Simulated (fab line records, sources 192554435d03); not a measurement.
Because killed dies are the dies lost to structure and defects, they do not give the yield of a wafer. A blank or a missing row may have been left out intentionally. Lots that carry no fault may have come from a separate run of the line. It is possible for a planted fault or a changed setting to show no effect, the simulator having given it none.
What tool caused it? + flow n5Finfet + 21 wafers from 7 lots sampled at 3 of the route's 1938 steps

## WHAT EACH GAUGE READ, for each wafer
N5_BEOL_M14_CD_MEAS_28: the cd target is 284.4 nm.
| lot  | measured     | on       | cdNm (nm)         |
|------|--------------|----------|-------------------|
| L746 | day 14 02:01 | cdSem-01 | 287.5 286.3 286.9 |
| L751 | day 15 08:13 | cdSem-03 | 285.4 285.2 285.4 |
| L754 | day 15 15:05 | cdSem-03 | 287.2 286.2 287.2 |
| L759 | day 17 03:55 | cdSem-03 | - - -             |
| L764 | day 18 00:45 | cdSem-03 | 287.0 285.1 286.6 |
| L767 | day 19 03:28 | cdSem-01 | 284.0 285.7 285.2 |
| L766 | day 20 00:43 | cdSem-02 | 284.9 283.7 284.5 |

## WHICH TOOL RAN EACH LOT (tool, then ch and the chambers of the sampled wafers, then the start)
| lot  | N5_BEOL_M14_DESCUM_15             | N5_BEOL_M14_EXPOSE_25            |
|------|-----------------------------------|----------------------------------|
| L746 | rieDiel-04 ch 0,3, day 14 01:08   | krfScanner-01 ch 0, day 14 01:52 |
| L751 | rieDiel-02 ch 0,2,3, day 15 07:20 | krfScanner-01 ch 0, day 15 08:02 |
| L754 | rieDiel-02 ch 0,1,2, day 15 14:11 | krfScanner-02 ch 0, day 15 14:55 |
| L759 | rieDiel-04 ch 0,1,2, day 17 03:02 | krfScanner-02, day 17 03:46      |
| L764 | rieDiel-05 ch 0,1,2, day 17 23:59 | krfScanner-01 ch 0, day 18 00:35 |
| L767 | rieDiel-04 ch 1,3, day 19 02:41   | krfScanner-02 ch 0, day 19 03:17 |
| L766 | rieDiel-04 ch 0,2,3, day 19 23:50 | krfScanner-02 ch 0, day 20 00:33 |
- N5_BEOL_M14_DESCUM_15: chemistry O2, time 7.9 s.
- N5_BEOL_M14_EXPOSE_25: exposes mask M14, target cd 280 nm.

## THE ANSWER, worked out from the rows above alone
Rule: the lots themselves supply what counts as usual. The widest of any qualifying gaps counts: lots, ordered by their means at a reading, are off when they make up no more than a third of the lots, leave a main group of 4 or more, and stand apart from it by 3 or more times the standard deviation of that group's means. Not used: any main group whose means are identical at the precision the tables above print for the reading. A lot without any number at a reading at which 4 lots or more have one is off too. All remaining lots with rows at the step are treated as sound.
Off at N5_BEOL_M14_CD_MEAS_28 (cdNm): L759. Without a number there: L759. Mean 285.8 nm and standard deviation 0.96 in the main group.
A tool fits if, at a process step before that reading, it ran every lot that is off, and no sound lot after the first of them. Those tools and the gauges at N5_BEOL_M14_CD_MEAS_28 are tried in the same way. None of those tried fits.

## WHAT WAS PUT IN BY THE SIMULATOR
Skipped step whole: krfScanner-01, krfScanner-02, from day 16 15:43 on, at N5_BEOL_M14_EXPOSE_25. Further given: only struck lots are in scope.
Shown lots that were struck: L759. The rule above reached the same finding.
